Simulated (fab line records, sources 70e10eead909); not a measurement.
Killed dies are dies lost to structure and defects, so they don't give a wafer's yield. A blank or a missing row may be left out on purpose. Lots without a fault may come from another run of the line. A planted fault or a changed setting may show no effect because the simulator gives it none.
fab line records | flow nand_harc
record lots=6 wafers=18 last_day=33
route steps=1302 shown A_DECK1_JOINT@533 A_ONON_D2@545
lots that met no fault: from a run of the same line without faults
start_h: hours from the record's first day to the start of the lot's first wafer shown | wait_h: hours since the lot's step before | " the same as in the row above | L1.1+2: a row that stands for several wafers | - no value, or no start given | * or withheld: withheld | < > ~ a bound
route shown NAME@n: a module of which the file shows steps, and the number in the route of the first | usual: mean/standard deviation of fault-free wafers | same: alike in all rows | chamber/n: place in a boat | sites: the reading at each site | _std_site: their standard deviation | _edge_site: outer sites' mean less inner sites' | radius_mm: how far each site lies from the wafer's centre | mask NAME#n: copy n | behind: the tool/chamber that last shaped the wafer | hold: why the lot was held/for how many hours/how that ended | device: the transistor (n, p or np) that didn't switch | end of line: the same wafers' tests at the end of the route | a step without rows: its recipe alone | killed: dies lost to structure and defects at the first sort, not the wafer's yield | map: a wafer's dies, x killed, . not, _ none there
set.NAME: the setting as run; set.NAME@STEP: as run at that earlier step | model.NAME: the simulator's own value behind a step, which no gauge read
lots at some steps of the route; a table a step, a row a wafer
services: from which hour (start_h, from the record's first day; less than 0 if before it) a tool's chamber was out of use, for how many hours, and why
## steps
# step NHARC_A_DECK1_JOINT_CVD_34
# recipe target_thk_a=200 temp_c=700 pressure_mtorr=300 material=SiNx
# step NHARC_A_DECK1_JOINT_DEP_06
# recipe target_thk_a=800 temp_c=65 material=SiOx
# step NHARC_A_DECK1_JOINT_CURE_26
# recipe temp_c=150 time_s=32 pressure_atm=0.395
# step NHARC_A_DECK1_JOINT_ANNEAL_27
# recipe temp_c=400 time_s=3600 idle_temp_c=300 ramp_up_c_per_min=10 densification_p_h2o_torr=640
# step NHARC_A_DECK1_JOINT_ANNEAL_28
# recipe temp_c=500 time_s=1800 idle_temp_c=400 ramp_up_c_per_min=10 densification_p_h2o_torr=640
# step NHARC_A_DECK1_JOINT_ANNEAL_29
# recipe temp_c=750 time_s=1800 idle_temp_c=500 ramp_up_c_per_min=10 ramp_down_c_per_min=3
# step NHARC_A_DECK1_JOINT_CMP_02
# recipe material=SiOx
# usual motor_current_A=12.4/1.3 pad_life_wafers=217/110 retaining_ring_pressure_frac=0.999/0.005
# columns lot.wafer tool chamber start_h wait_h motor_current_A pad_life_wafers retaining_ring_pressure_frac
L201.2 cmp-03 1 314.31 0.4 13.9 216 0.995
L201.1 " 3 " " 10.4 218 1.005
L201.5 " 2 " " 12.5 - 1.007
L203.2 cmp-03 1 326.48 0.4 14.3 240 1.002
L203.4 " 3 " " 11.0 242 0.998
L203.6 " 1 " " 14.1 - 0.999
L209.2 cmp-02 3 387.57 0.4 12.2 171 1.000
L209.5 " 0 " " 10.9 - 1.005
L209.6 " 1 " " 13.8 - 0.997
L210.3 cmp-04 0 412.12 0.4 10.5 1 1.000
L210.2 " 1 " " 13.0 2 0.994
L210.5 " 3 " " 13.3 - 0.994
L216.4 cmp-03 3 465.10 0.4 11.1 20 1.007
L216.1 " 0 " " 13.4 21 1.000
L216.5 " 1 " " 15.0 - 1.004
L218.2 cmp-02 1 491.62 0.4 13.2 205 1.005
L218.4 " 2 " " 11.7 206 0.995
L218.1 " 3 " " 11.7 207 1.007
# step NHARC_A_DECK1_JOINT_SRD_15
# step NHARC_A_DECK1_JOINT_DEP_16
# recipe target_thk_a=450 temp_c=400 pressure_torr=6.5 rf_w=900 teos_flow_sccm=161.4 flow_sccm=2650 target_thk_nm=45 gas=O2 material=SiO2
# usual heater_power_w=547/100 rf_fwd_power_W=896/3.1 throttle_valve_pct=16.1/0.51
# columns lot.wafer tool chamber start_h wait_h heater_power_w rf_fwd_power_W since_wet_clean_h throttle_valve_pct
L201.1 pecvd-03 1 314.87 0.3 640 897 117 16.5
L201.2 " 2 " " 571 892 117 16.8
L201.5 " 1 " " 625 900 - 16.3
L203.2 pecvd-03 0 326.89 0.1 456 901 129 15.4
L203.4 " 2 " " 512 899 - 16.9
L203.6 " 0 " " 466 895 - 15.4
L209.2 pecvd-03 0 387.91 0.1 325 898 9 15.4
L209.5 " 0 " " 339 895 - 15.4
L209.6 " 1 " " 568 896 - 15.6
L210.2 pecvd-01 0 412.49 0.1 741 891 88 16.0
L210.3 " 1 " " 452 893 - 15.8
L210.5 " 1 " " 460 895 - 15.7
L216.1 pecvd-04 1 465.50 0.1 584 898 3 15.5
L216.4 " 2 " " 461 900 - 16.3
L216.5 " 0 " " 591 898 - 16.7
L218.1 pecvd-04 1 491.98 0.1 540 897 29 14.7
L218.2 " 2 " " 479 891 29 16.1
L218.4 " 2 " " 490 892 - 16.2
# step NHARC_A_DECK1_JOINT_THK_MEAS_17
# recipe thk_meas_gauge=ellipsometry
# usual thk_nm=44.8/1.1
# columns lot.wafer tool chamber start_h wait_h thk_nm
L201.1 film_metro-01 - 315.15 0.3 45.7
L201.2 " - " " 44.7
L201.5 " - " " 47.0
L203.2 film_metro-02 - 327.14 0.2 45.7
L203.4 " - " " 44.5
L203.6 " - " " 43.1
L209.2 film_metro-02 - 388.17 0.2 44.2
L209.5 " - " " 45.8
L209.6 " - " " 46.3
L210.2 film_metro-02 - 412.86 0.3 44.1
L210.3 " - " " 44.3
L210.5 " - " " 46.4
L216.1 film_metro-01 - 465.72 0.2 44.2
L216.4 " - " " 46.4
L216.5 " - " " 44.3
L218.1 film_metro-02 - 492.26 0.3 44.5
L218.2 " - " " 45.5
L218.4 " - " " 45.9
# step NHARC_A_DECK1_JOINT_INSPECT_05
# usual raw_defect_count=321/130
# columns lot.wafer tool chamber start_h wait_h raw_defect_count
L201.1 defect_inspect-01 - 315.18 0.0 347
L201.2 " - " " 341
L201.5 " - " " 333
L203.2 defect_inspect-02 - 327.18 0.0 391
L203.4 " - " " 402
L203.6 " - " " 293
L209.2 defect_inspect-01 - 388.20 0.0 331
L209.5 " - " " 323
L209.6 " - " " 262
L210.2 defect_inspect-01 - 412.89 0.0 503
L210.3 " - " " 526
L210.5 " - " " 743
L216.1 defect_inspect-01 - 465.75 0.0 186
L216.4 " - " " 278
L216.5 " - " " 266
L218.1 defect_inspect-01 - 492.30 0.0 271
L218.2 " - " " 458
L218.4 " - " " 491
# step NHARC_A_ONON_D2_DEP_00
# recipe target_thk_a=10000 n2_flow_sccm=2750 n2o_flow_sccm=2000 nh3_flow_sccm=500 sih4_flow_sccm=210 temp_c=400
# columns lot.wafer tool chamber start_h wait_h
L201.1+2+5 pecvd_onon-01 0 315.25 0.1
L203.2+4+6 pecvd_onon-04 0 327.30 0.1
L209.2+5+6 pecvd_onon-04 0 388.33 0.1
L210.2+3+5 pecvd_onon-04 0 413.02 0.1
L216.1+4+5 pecvd_onon-02 0 465.97 0.2
L218.1+2+4 pecvd_onon-01 0 492.37 0.1
# step NHARC_A_ONON_D2_THK_MEAS_02
# recipe thk_meas_gauge=ellipsometry
# usual thk_nm=1000/8.2
# columns lot.wafer tool chamber start_h wait_h thk_nm
L201.1 film_metro-01 - 315.76 - 994
L201.2 " - " " 994
L201.5 " - " " 993
L203.2 film_metro-02 - 327.76 - 993
L203.4 " - " " 993
L203.6 " - " " 993
L209.2 film_metro-02 - 388.79 - 1074
L209.5 " - " " 1075
L209.6 " - " " 1073
L210.2 film_metro-02 - 413.47 - 1073
L210.3 " - " " 1076
L210.5 " - " " 1074
L216.1 film_metro-02 - 466.48 - 1006
L216.4 " - " " 1004
L216.5 " - " " 1004
L218.1 film_metro-01 - 492.87 - 1004
L218.2 " - " " 1004
L218.4 " - " " 1004
# step NHARC_A_ONON_D2_DEP_03
# recipe target_thk_a=10000 n2_flow_sccm=2750 n2o_flow_sccm=2000 nh3_flow_sccm=500 sih4_flow_sccm=210 temp_c=400
## services
# columns tool chamber start_h hours kind
cmp-04 - 302.63 1.3 repair
cmp-04 - 309.45 4.0 pm
pecvd_onon-04 - 311.00 13.0 pm
pecvd-01 - 311.14 13.0 pm
cmp-04 - 327.90 0.9 repair
pecvd-01 - 335.16 6.4 repair
cmp-02 - 341.69 4.0 pm
cmp-03 - 358.14 4.0 pm
cmp-04 - 358.48 1.4 repair
cmp-02 - 363.56 3.4 repair
pecvd-03 1 364.23 11.0 repair
pecvd-03 - 366.05 13.0 pm
pecvd-04 - 373.59 0.8 repair
cmp-02 - 390.06 0.6 repair
cmp-03 - 399.69 7.1 repair
cmp-03 - 420.04 2.8 repair
cmp-02 - 439.69 4.0 pm
pecvd_onon-01 - 450.00 13.0 pm
pecvd-04 - 450.01 13.0 pm
cmp-03 - 456.14 4.0 pm
pecvd-04 - 463.58 1.4 repair
cmp-02 - 482.28 1.7 repair
pecvd-03 - 486.06 0.6 repair
pecvd_onon-04 - 492.00 13.0 pm
## key
first_sign step=NHARC_A_ONON_D2_THK_MEAS_02 reading=thk_nm direction=up sigmas=8.9 usual=1000 struck=1074
effect none on later readings
met_at NHARC_A_ONON_D2_DEP_00
struck_wafers L209.2,L209.5,L209.6,L210.2,L210.3,L210.5
later_rows_left_out L209.2,L209.5,L209.6,L210.2,L210.3,L210.5
sort_left_out L209.2,L209.5,L209.6,L210.2,L210.3,L210.5
tester_left_out L209,L210
onset_between 327.30 388.33
fault kind=process_parameter_drift tool=pecvd_onon-04 chamber=- onset_h=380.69 steps=NHARC_A_ONON_D2_DEP_00 channel=target_thk_a offset=* shape=step end_h=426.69 acts_in=* stated=*
# tester_left_out: of these lots the tester's yield and bins aren't shown, on N5 and GAA mostly nor the transistor test; their killed dies are dies lost to structure and defects alone, not to doping, threshold or leakage, so they don't give the yield
# sort_left_out: the simulated sort isn't trusted on such a fault, so these wafers' sort isn't shown, and their yield isn't known
# later_rows_left_out: the simulator's readings of these wafers behind a module that went badly wrong aren't trusted and aren't shown, but for the sort
